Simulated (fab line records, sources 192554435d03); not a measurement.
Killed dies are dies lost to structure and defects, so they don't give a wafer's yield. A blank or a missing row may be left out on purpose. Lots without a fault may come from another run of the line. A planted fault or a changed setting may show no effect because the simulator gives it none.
fab line records | flow n5_finfet
record lots=5 wafers=15 last_day=17
route steps=1938 shown BEOL_M4@1041 PASSIVATION@1936
lots that met no fault: from a run of the same line without faults
start_h: hours from the record's first day to the start of the lot's first wafer shown | wait_h: hours since the lot's step before | " the same as in the row above | L1.1+2: a row that stands for several wafers | - no value, or no start given | * or withheld: withheld | < > ~ a bound
route shown NAME@n: a module of which the file shows steps, and the number in the route of the first | usual: mean/standard deviation of fault-free wafers | same: alike in all rows | chamber/n: place in a boat | sites: the reading at each site | _std_site: their standard deviation | _edge_site: outer sites' mean less inner sites' | radius_mm: how far each site lies from the wafer's centre | mask NAME#n: copy n | behind: the tool/chamber that last shaped the wafer | hold: why the lot was held/for how many hours/how that ended | device: the transistor (n, p or np) that didn't switch | end of line: the same wafers' tests at the end of the route | a step without rows: its recipe alone | killed: dies lost to structure and defects at the first sort, not the wafer's yield | map: a wafer's dies, x killed, . not, _ none there
set.NAME: the setting as run; set.NAME@STEP: as run at that earlier step | model.NAME: the simulator's own value behind a step, which no gauge read
lots at some steps of the route; a table a step, a row a wafer
services: from which hour (start_h, from the record's first day; less than 0 if before it) a tool's chamber was out of use, for how many hours, and why
## steps
# step N5_BEOL_M4_STRIP_65
# recipe chemistry=N2/H2 temp_c=40 n2_flow_sccm=200 h2_flow_sccm=200 rf_frequency_hz=6e+07
# step N5_BEOL_M4_STRIP_75
# recipe chemistry=N2/H2 temp_c=40 n2_flow_sccm=200 h2_flow_sccm=200 rf_frequency_hz=6e+07
# step N5_BEOL_M4_STRIP_66
# recipe chemistry=CF4 resist=SiARC power_w=300 bias_power_w=75 pressure_mtorr=50 cf4_flow_sccm=150 rf_frequency_hz=6e+07
# step N5_BEOL_M4_HM_OPEN_17
# recipe chemistry=Cl2/BCl3 target_depth_a=200 overetch_a=60 target=TiN mask_material=SOC ion_energy_ev=150 pressure_mtorr=10 icp_w=1000 bias_w=126 Cl2_flow_sccm=53.25 bcl3_flow_sccm=21.75 Ar_flow_sccm=25
# step N5_BEOL_M4_STRIP_19
# recipe chemistry=O2 power_w=400 temp_c=40 pressure_mtorr=30 rf_frequency_hz=6e+07 bias_power_w=0 overash_fraction=0.2 o2_flow_sccm=225
# step N5_BEOL_M4_COAT_67
# recipe resist=SOC temp_c=250 time_s=60 spin_rpm=1500 resist_thk_nm=60
# step N5_BEOL_M4_COAT_68
# recipe resist=SiARC temp_c=220 time_s=60 spin_rpm=1500 resist_thk_nm=12
# step N5_BEOL_M4_COAT_76
# recipe resist=underlayer temp_c=205 time_s=60 spin_rpm=1500 resist_thk_nm=5
# step N5_BEOL_M4_COAT_22
# recipe resist=CAR-EUV spin_rpm=1500 resist_thk_nm=30
# step N5_BEOL_M4_EBR_24
# recipe solvent=PGMEA ebr_width_mm=1.5
# step N5_BEOL_M4_SOFTBAKE_23
# recipe temp_c=110 time_s=60 resist=CAR-EUV
# step N5_BEOL_M4_EXPOSE_25
# recipe mask_id=V3 na=0.33 source_shape=quasar sigma_inner=0.2 sigma_outer=0.8 polarization=unpolarized defocus_nm=5 dose_mj=63
# usual exposure_dose_mJ_cm2=62.76/0.069 reticle_temp_C=22.99/0.11
# columns lot.wafer tool chamber start_h wait_h mask exposure_dose_mJ_cm2 reticle_temp_C
L123.2 euv_scanner-01 0 229.42 - V3#0 62.75 23.00
L123.4 " 0 " " V3#0 62.66 22.86
L123.5 " 0 " " V3#0 62.76 22.94
L127.1 euv_scanner-01 0 248.85 - V3#0 58.52 22.88
L127.3 " 0 " " V3#0 58.47 23.02
L127.5 " 0 " " V3#0 58.57 22.99
L129.3 euv_scanner-01 0 249.85 - V3#0 59.38 22.92
L129.4 " 0 " " V3#0 59.40 22.94
L129.5 " 0 " " V3#0 59.38 23.01
L128.1 euv_scanner-01 0 269.15 - V3#0 60.03 22.97
L128.4 " 0 " " V3#0 59.94 23.13
L128.5 " 0 " " V3#0 60.02 23.06
L135.4 euv_scanner-02 0 304.58 - V3#0 62.72 23.06
L135.5 " 0 " " V3#0 62.75 22.89
L135.6 " 0 " " V3#0 62.83 23.08
# step N5_BEOL_M4_PEB_26
# recipe peb_temp_c=100 peb_time_s=60 resist=CAR-EUV
# step N5_BEOL_M4_DEVELOP_27
# recipe develop_time_s=30 developer=TMAH resist=CAR-EUV rinse_liquid=surfactant_rinse dry=air_spin dev_temp_c=23
# step N5_BEOL_M4_CD_MEAS_28
# recipe target_cd_nm=26.2 landing_energy_ev=500 detector=se_inlens target_cd_y_nm=24.1 polarity=opening
# usual cd_nm=26.21/0.22
# columns lot.wafer tool chamber start_h wait_h cd_nm
L123.2 cd_sem-02 0 229.56 - 26.40
L123.4 " 0 " " 26.37
L123.5 " 0 " " 25.65
L127.1 cd_sem-01 0 248.99 - 25.05
L127.3 " 0 " " 25.00
L127.5 " 0 " " 25.21
L129.3 cd_sem-01 0 249.98 - 25.24
L129.4 " 0 " " 25.39
L129.5 " 0 " " 25.15
L128.1 cd_sem-01 0 269.30 - 25.11
L128.4 " 0 " " 25.10
L128.5 " 0 " " 25.22
L135.4 cd_sem-03 0 304.70 - 26.25
L135.5 " 0 " " 26.26
L135.6 " 0 " " 26.32
# step N5_BEOL_M4_DESCUM_33
# recipe chemistry=O2 time_s=7 source_power_w=50 bias_power_w=20 pressure_mtorr=20 rf_frequency_hz=2.712e+07 temp_c=40 resist=CAR-EUV o2_flow_sccm=225
# step N5_BEOL_M4_ETCH_77
# recipe chemistry=N2/H2 target=underlayer target_depth_a=65 mask_material=CAR-EUV time_s=5.2 ion_energy_ev=200 pressure_mtorr=30 source_w=840 bias_w=150 n2_flow_sccm=200 h2_flow_sccm=200 ends=cleared
# step N5_BEOL_M4_ETCH_69
# recipe chemistry=CF4 target=SiARC target_depth_a=156 mask_material=CAR-EUV time_s=26 ion_energy_ev=80 pressure_mtorr=40 source_w=545 bias_w=36 Ar_flow_sccm=100 cf4_flow_sccm=100 ends=cleared
# step N5_BEOL_M4_ALD_98
# recipe material=SiO2 target_thk_a=25 temp_c=100 ald_precursor_family=BDEAS ald_co_reactant=O2-plasma pulse_time_s=1 co_reactant_pulse_time_s=1 purge_time_s=2 co_reactant_purge_time_s=2 ald_cycles=17 pressure_torr=2
# step N5_BEOL_M4_ETCHBACK_99
# recipe chemistry=CHF3 target=SiO2 target_depth_a=50 time_s=10.4 source_w=215 bias_w=47 Ar_flow_sccm=200 CHF3_flow_sccm=12 ion_energy_ev=100 pressure_mtorr=30
# step N5_BEOL_M4_ETCH_70
# recipe chemistry=N2/H2 target=SOC target_depth_a=800 overetch_a=240 mask_material=SiARC temp_c=40 time_s=130 ion_energy_ev=200 pressure_mtorr=30 source_w=840 bias_w=150 n2_flow_sccm=200 h2_flow_sccm=200
# step N5_BEOL_M4_STRIP_71
# recipe chemistry=N2/H2 temp_c=40 n2_flow_sccm=200 h2_flow_sccm=200 rf_frequency_hz=6e+07
# step N5_BEOL_M4_STRIP_78
# recipe chemistry=N2/H2 temp_c=40 n2_flow_sccm=200 h2_flow_sccm=200 rf_frequency_hz=6e+07
# step N5_BEOL_M4_VIA_ETCH_34
# recipe chemistry=C4F6/O2 target_depth_a=694 mask_material=SOC pressure_mtorr=15 ion_energy_ev=250 taper_deg=4 time_s=65.9 source_w=350 bias_w=170 Ar_flow_sccm=300 C4F6_flow_sccm=10 O2_flow_sccm=10
# step N5_BEOL_M4_STRIP_83
# recipe chemistry=C4F6/O2 resist=SiARC rf_frequency_hz=6e+07
# step N5_BEOL_M4_STRIP_36
# recipe chemistry=N2/H2 power_w=450 temp_c=40 pressure_mtorr=20 rf_frequency_hz=6e+07 overash_fraction=0.3 bias_power_w=7 h2_frac=0.5 n2_flow_sccm=200 h2_flow_sccm=200
# step N5_BEOL_M4_TRENCH_ETCH_37
# recipe chemistry=C4F6/O2 target_depth_a=555.55 target=SiOC time_s=29.2 ion_energy_ev=250 pressure_mtorr=30 source_w=355 bias_w=185 Ar_flow_sccm=300 C4F6_flow_sccm=10 O2_flow_sccm=10
# step N5_BEOL_M4_ETCH_41
# recipe chemistry=CH3F/O2 target=SiCN target_depth_a=299 taper_deg=2 time_s=52.5 ion_energy_ev=120 mask_material=TiN pressure_mtorr=30 source_w=395 bias_w=75 Ar_flow_sccm=150 CH3F_flow_sccm=30 O2_flow_sccm=20
# step N5_BEOL_M4_STRIP_97
# recipe chemistry=N2/H2 time_s=10 power_w=450 temp_c=40 pressure_mtorr=20 rf_frequency_hz=6e+07 bias_power_w=7 n2_flow_sccm=200 h2_flow_sccm=200
# step N5_BEOL_M4_HM_STRIP_39
# recipe chemistry=peroxide_tin_strip material=TiN target_depth_a=250 temp_c=50 time_s=158
# step N5_BEOL_M4_SRD_40
# recipe time_s=30 temp_c=23 rinse_liquid=diw dry=ipa_marangoni
# step N5_BEOL_M4_PRECLEAN_42
# recipe chemistry=residue_remover time_s=60 temp_c=40
# step N5_BEOL_M4_SRD_43
# recipe time_s=30 temp_c=23 rinse_liquid=diw dry=ipa_marangoni
# step N5_BEOL_M4_DEGAS_44
# recipe ambient=vacuum temp_c=250 time_s=60
# step N5_BEOL_M4_PRE_CLEAN_45
# recipe gas=H2/He time_s=30 temp_c=250
# step N5_BEOL_M4_ALD_84
# recipe material=TaN target_thk_a=* temp_c=275 ald_precursor_family=PDMAT ald_co_reactant=NH3 pressure_torr=3 carrier_flow_sccm=1500 pulse_time_s=2 purge_time_s=3 co_reactant_purge_time_s=2 co_reactant_pulse_time_s=3 ald_cycles=30 precursor_vessel_temp_c=75 precursor_vessel_pressure_torr=26.25 precursor_vessel_carrier_sccm=1000
# step N5_BEOL_M4_SURFACE_TREAT_85
# recipe gas=Ar time_s=* ion_energy_ev=* ion_current_ma_cm2=0.5 pressure_mtorr=* ar_flow_sccm=30
# step N5_BEOL_M4_RC_MEAS_101
# usual DIBL_N=36.5/1.4 DIBL_P=36.5/1.6 IOFF_N=0.163/0.022 IOFF_P=0.219/0.029 ION_N=675/8.3 ION_P=464/6.2 SS_N=71.5/0.52 SS_P=73.4/0.57 VT_N=249.7/2.6 VT_P=-250/3
# columns lot.wafer tool chamber start_h wait_h DIBL_N[mV/V] DIBL_P[mV/V] IOFF_N[nA/um] IOFF_P[nA/um] ION_N[uA/um] ION_P[uA/um] SS_N[mV/dec] SS_P[mV/dec] VT_N[mV] VT_P[mV]
L123.2 prober-02 0 237.93 0.2 36.8 37.2 0.157 0.218 668 462 71.3 73.0 250.6 -249
L123.4 " 0 " " 37.5 37.8 0.161 0.217 678 458 72.0 73.4 250.7 -250
L123.5 " 0 " " 36.2 37.3 0.150 0.210 670 462 71.8 73.3 249.1 -252
L127.1 prober-02 0 258.55 0.0 35.7 37.0 0.156 0.231 670 464 71.7 73.9 252.4 -247
L127.3 " 0 " " 37.2 38.7 0.187 0.253 673 463 72.3 73.9 248.2 -248
L127.5 " 0 " " 36.4 37.9 0.164 0.237 672 466 71.9 74.1 249.8 -247
L129.3 prober-02 0 262.51 0.3 34.0 33.1 0.118 0.169 672 453 70.2 72.9 254.2 -253
L129.4 " 0 " " 36.5 36.7 0.155 0.213 663 457 71.2 73.5 251.6 -249
L129.5 " 0 " " 36.1 36.0 0.153 0.202 675 460 71.3 73.2 248.6 -248
L128.1 prober-01 0 279.25 0.0 37.9 36.0 0.168 0.196 684 459 71.8 73.7 249.6 -253
L128.4 " 0 " " 38.9 37.0 0.189 0.216 688 461 71.8 74.8 247.1 -255
L128.5 " 0 " " 38.3 36.9 0.174 0.210 679 460 71.2 74.4 248.3 -252
L135.4 prober-02 0 310.83 0.5 34.2 35.8 0.136 0.198 681 470 71.7 73.1 250.4 -252
L135.5 " 0 " " 34.4 36.2 0.140 0.202 674 467 71.6 72.8 251.3 -250
L135.6 " 0 " " 33.5 35.1 0.131 0.191 666 466 70.4 72.6 252.4 -252
# step N5_PASSIVATION_PROBE_49
# usual defect_limited_yield=91.2/1.6 killed_at_M0_to_M3=33/11 killed_at_M4_up=15/6.2 killed_at_contacts=15/7.1 killed_at_front_end=38/12 killed_at_other=4/3.5 killed_dies=104/19 killed_open=69/14 killed_short=34/8.5 sort_bin_5_function=5.2/0.99 sort_bin_6_memory=3.3/0.77 sort_n_pass=1076/19 sort_yield_pct=91.2/1.6
# same gross_dies=1180 killed_at_back_side=0 sort_bin_4_leakage[%]=0 sort_bin_8_speed[%]=0
# columns lot.wafer tool chamber start_h wait_h defect_limited_yield[%] killed_at_M0_to_M3 killed_at_M4_up killed_at_contacts killed_at_front_end killed_at_other killed_dies killed_open killed_short sort_bin_5_function[%] sort_bin_6_memory[%] sort_n_pass sort_yield_pct[%]
L129.3 prober-02 - 370.39 0.8 84.9 48 81 8 41 0 178 74 43 8.3 6.1 1002 84.9
L129.4 prober-02 - 370.44 0.9 88.4 26 67 10 34 0 137 58 28 6.3 4.7 1043 88.4
L129.5 prober-02 - 370.49 0.9 87.9 17 76 12 37 1 143 60 18 7.5 4.3 1037 87.9
L127.1 prober-02 - 375.12 0.0 78.6 45 135 14 51 8 253 93 43 13.6 6.4 927 78.6
L127.3 prober-02 - 375.22 0.1 79.2 22 130 9 82 3 246 84 44 12.9 7.3 934 79.2
L127.5 prober-02 - 375.32 0.2 79.2 30 139 8 61 8 246 66 53 11.7 7.7 934 79.2
# killed by level:class
L129.3 BEOL_M4:area_expose=60 BEOL_M4:geometric_particle:open=12 BEOL_M2:geometric_particle:short=10 BEOL_M0:geometric_particle:open=9 BEOL_M0_SAQP:geometric_particle:short=9 DUMMY_GATE:geometric_particle:open=8 BEOL_M2:geometric_particle:open=8 MOL_CONTACT_COAG:geometric_particle:open=7
L129.4 BEOL_M4:area_expose=50 FIN_SAQP:geometric_particle:open=12 BEOL_M4:geometric_particle:open=10 MOL_CONTACT_COAG:geometric_particle:open=8 BEOL_M2:geometric_particle:open=7 BEOL_M2:geometric_particle:short=7 STI_FIN_REVEAL:geometric_particle:open=5 FIN_SAQP:geometric_particle:short=4
L129.5 BEOL_M4:area_expose=63 MOL_CONTACT_COAG:geometric_particle:open=12 FIN_SAQP:geometric_particle:open=10 DUMMY_GATE:geometric_particle:open=8 BEOL_M1:geometric_particle:open=6 BEOL_M4:geometric_particle:open=5 GATE_CUT:geometric_particle:short=4 FIN_SAQP:geometric_particle:short=3
L127.1 BEOL_M4:area_expose=115 STI_FIN_REVEAL:geometric_particle:open=16 FIN_SAQP:geometric_particle:open=11 MOL_CONTACT_COAG:geometric_particle:open=11 BEOL_M3:geometric_particle:open=8 BEOL_M0_SAQP:geometric_particle:short=8 BEOL_M0_SAQP:geometric_particle:open=7 FIN_SAQP:geometric_particle:short=6
L127.3 BEOL_M4:area_expose=117 FIN_SAQP:geometric_particle:open=24 STI_FIN_REVEAL:geometric_particle:open=20 FIN_SAQP:geometric_particle:short=15 STI_FIN_REVEAL:geometric_particle:short=9 MOL_CONTACT_COAG:geometric_particle:open=7 BEOL_M0_SAQP:geometric_particle:open=6 BEOL_M4:geometric_particle:open=5
L127.5 BEOL_M4:area_expose=127 STI_FIN_REVEAL:geometric_particle:open=15 FIN_SAQP:geometric_particle:short=14 FIN_SAQP:geometric_particle:open=10 BEOL_M0_SAQP:geometric_particle:short=9 BEOL_M1:geometric_particle:open=7 MOL_CONTACT_COAG:geometric_particle:open=6 STARTING-WAFER:geometric_particle:open=4
# map L127.1 (x killed, . not)
_________________...xx.....x.________________
______________.xx...xx..xx...x.._____________
___________......x...x.............__________
__________...x...........x....x.x..x_________
________...x.x.....x....xx............_______
_______x..........x............x.......______
______.......xx.....x..x.x......x....x.._____
_____x...x......x........xx.........x....____
____.x........x...x.xxx...x.x.x..x........___
___...xx.......x...x...x..x.....x.x......x.__
___...x....x.x.xxx.......................xx__
__..xx.xx.x...x..........xxx.......xx.....x._
__..x..x.x.x..x......x.................xx.x._
_.....x...x.............x....xx..........x..x
_...........x...x...x.x.x......xx........xx..
_.....x.x.....x....x.x......xx..xx..xxx...x.x
_..x.xx.....................xx.....x.........
_.........x....x.xx..x....x.....x.x...x.x.x..
_........x.x.x.....x.....x..xx...x...........
_.....x.......x.........xx............xx.....
_.x.x..x....x......x...xx..xx.....x..........
__...x.......x...x.x.x..............x..xx..._
__......xx..x.x.......x.............x......._
___..........x...x..x.....x.xx.......xx.x..__
___.....x.......x...x...x....x..x.....x..x.__
____........x.xx...x......x........x.x....___
_____..xx......x......xx.x..xx.......x.xx____
______......x....x.....x...x.x.x....x.x._____
_______.......x.......xx........x...x.x______
________x.x....xx.x...x...xx.........x_______
__________xxxx.......xx.xx.x.x.x...._________
___________......x.....x...x......x__________
______________..x.x...........x._____________
_________________.xx.xx.x..x.________________
# map L129.3 (x killed, . not)
_________________...x.......x________________
______________...x.......x.x...._____________
___________...x.....x.........x....__________
__________x......................x.._________
________x..x.x.....x..xxx....x...x.x.._______
_______.x...x....x.....xx...x.....x....______
______...........xx................x...._____
_____.....x....x.....x.x....x.......x....____
____...........x.....x...................x___
___...x..x.x.x.x.x....x..................xx__
___.....................x...........x......__
__x.....x............x..xx.x..x............._
__.........x...x.x.................x..xx...._
_..x....x..x..x...x...................x...x..
_...x...x...x.....xx...x.....xx......xx.....x
_.x..xx..xx..x.......x........x...x..........
_.............x..............x......x........
_...x.x..x...xx......x...........x.x...x.x.x.
_....x........................x....x........x
_.x.x..........x..x.x...x.x.......x.........x
_............................x.....x.......x.
__.................x.........x...........x.._
__......................x..x.x..x.....x....._
___..xx..x..........xx.......x....x.x....x.__
___.....x.x...x........x..x................__
____......x...............x.............xx___
_____x.......x.........x......x...x.....x____
______....x...x........x.x.....x........_____
_______xxxx.x....x.x.x...........x..x..______
________..x..........x...x...........x_______
__________x......x.................._________
___________...........x.x...x.x....__________
______________.................._____________
_________________..x.........________________
## services
# columns tool chamber start_h hours kind
euv_scanner-01 - 210.43 1.0 pm
euv_scanner-02 - 228.60 1.3 repair
euv_scanner-02 - 229.92 1.0 pm
euv_scanner-02 - 233.02 1.0 repair
euv_scanner-02 - 239.56 21.8 repair
euv_scanner-01 - 261.38 4.6 pm
euv_scanner-01 - 266.58 1.0 pm
euv_scanner-02 - 273.07 0.5 repair
euv_scanner-01 0 281.46 - calibration
euv_scanner-01 - 283.36 4.0 repair
euv_scanner-02 - 287.31 1.0 pm
## key
first_sign step=N5_BEOL_M4_EXPOSE_25 reading=exposure_dose_mJ_cm2 direction=down sigmas=50 usual=62.76 struck=59.30
effect step=N5_BEOL_M4_CD_MEAS_28 reading=cd_nm direction=down sigmas=4.8 usual=26.21 struck=25.16 through=control_loop
effect step=N5_PASSIVATION_PROBE_49 reading=killed_at_M4_up direction=up sigmas=14 usual=15 struck=105
more_kills_born_at N5_BEOL_M4_EXPOSE_25@euv_scanner-01=532
met_at N5_BEOL_M4_EXPOSE_25
struck_wafers L127.1,L127.3,L127.5,L128.1,L128.4,L128.5,L129.3,L129.4,L129.5
rows_end L128.1,L128.4,L128.5
loop_trim step=N5_BEOL_M4_EXPOSE_25 setting=dose lots=L128,L129
onset_between 229.42 248.85
fault kind=process_parameter_drift tool=euv_scanner-01 chamber=- onset_h=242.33 steps=N5_BEOL_M4_EXPOSE_25 channel=dose_mj offset=-4.1863 shape=step acts_in=these_recipes_only stated=63
# rows_end: these wafers met a further fault down the route, and their rows from its step on are left out
# loop_trim: a control loop set the setting to another value than it would have without faults
